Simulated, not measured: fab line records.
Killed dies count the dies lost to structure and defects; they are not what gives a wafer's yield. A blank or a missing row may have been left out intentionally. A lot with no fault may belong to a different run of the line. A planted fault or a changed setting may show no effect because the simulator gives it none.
Problem report, 8D (eight disciplines) form, completed by code | flow nand harc | the parts of the form that need people (team, actions taken, sign-off) are left out

1. WHAT IS WRONG
Mean of killed at periphery at NHARC_END_SORT_01: 608.2 across 6 wafers in 2 lots; on wafers with no fault it is 3.5 (standard deviation 2.7). So: +99 or more standard deviations from the usual mean.
First observed at day 30 15:02: wafer L396.1, on prober-01. At this step, 6 wafers from 2 lots have a number in the record. By rule, "out" or "out of limits" means more than 4 standard deviations away from the usual mean. The rest of the wafers with a number are treated as sound.

2. WHAT THIS IS AND IS NOT
question                    | is                               | is not
which readings at this step | killed at periphery, killed dies | killed at array, killed at other, killed short
which lots                  | L396, L397                       | -
which wafers of those lots  | all that have a number           | -
read on which gauges        | prober-01, prober-02             | -
when                        | from day 30 15:02                | up to then (0 sound wafers)

3. WHAT RULES OUT EACH SUSPECT
Counting: a tool at a process step up to the reading stays a suspect if it ran every lot that is out and no sound lot after the first of them.
- the gauge at NHARC_END_SORT_01 is ruled out. Those wafers that are out were read across 2 gauges (prober-01, prober-02).
- pecvd-01 at NHARC_P_CONTACT_DEP_00 (deposits SiO2, target thk 500 nm): kept. It ran every lot that is out, first L397 (day 12 00:16), and no sound lot after that. Because NHARC_P_CONTACT_DEP_00 lacks a start for some lots, the hours and order of its lots are taken from NHARC_P_CONTACT_CMP_01.
- cmp-03 at NHARC_P_CONTACT_CMP_01 (polishes SiO2, target thk 200 nm): kept. It ran every lot that is out, first L397 (day 12 00:16), and no sound lot after that.
Left after counting: pecvd-01 at NHARC_P_CONTACT_DEP_00, cmp-03 at NHARC_P_CONTACT_CMP_01.

4. THE CAUSE (what the simulator had put in)
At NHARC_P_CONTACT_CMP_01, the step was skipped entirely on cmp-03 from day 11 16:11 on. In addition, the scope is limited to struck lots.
Counting leaves 2 suspects; this tool is one of them.

5. THE CHAIN OF EFFECTS, in route order
One row per reading whose mean, taken over the struck wafers that have a number, lies over 3 standard deviations from the usual. Only readings for which the record gives a usual standard deviation are gone through. hours: the time from each lot's start at the first step in this table that gives one to its start at this step, as a median over the lots. sigmas: the change in usual standard deviations.
hours | step              | reading             | usual | on struck wafers | change | sigmas
0     | NHARC_END_SORT_01 | killed at periphery | 3.5   | 608.2            | +604.7 | +99 or more
0     | NHARC_END_SORT_01 | killed dies         | 60    | 677              | +617   | +31
Readings that are blank on the struck wafers while sound wafers have them: edge zone pressure frac at NHARC_P_CONTACT_CMP_01; motor current A at NHARC_P_CONTACT_CMP_01; slurry filter dp kPa at NHARC_P_CONTACT_CMP_01.

6. HOW IT WOULD HAVE BEEN CAUGHT EARLIER
455 hours passed between the start of the fault at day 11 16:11 and the first reading out of limits at a measuring or inspecting step in this record, taken at day 30 15:02.
At NHARC_P_CONTACT_CMP_01 the tool's readings are blank on the struck wafers, where sound wafers have them: an empty tool record is the first sign, and it was there at once.
By day 30 15:02, every lot that is out (2) had started NHARC_P_CONTACT_CMP_01 on cmp-03. Holding the tool at that point would not have protected any of them.
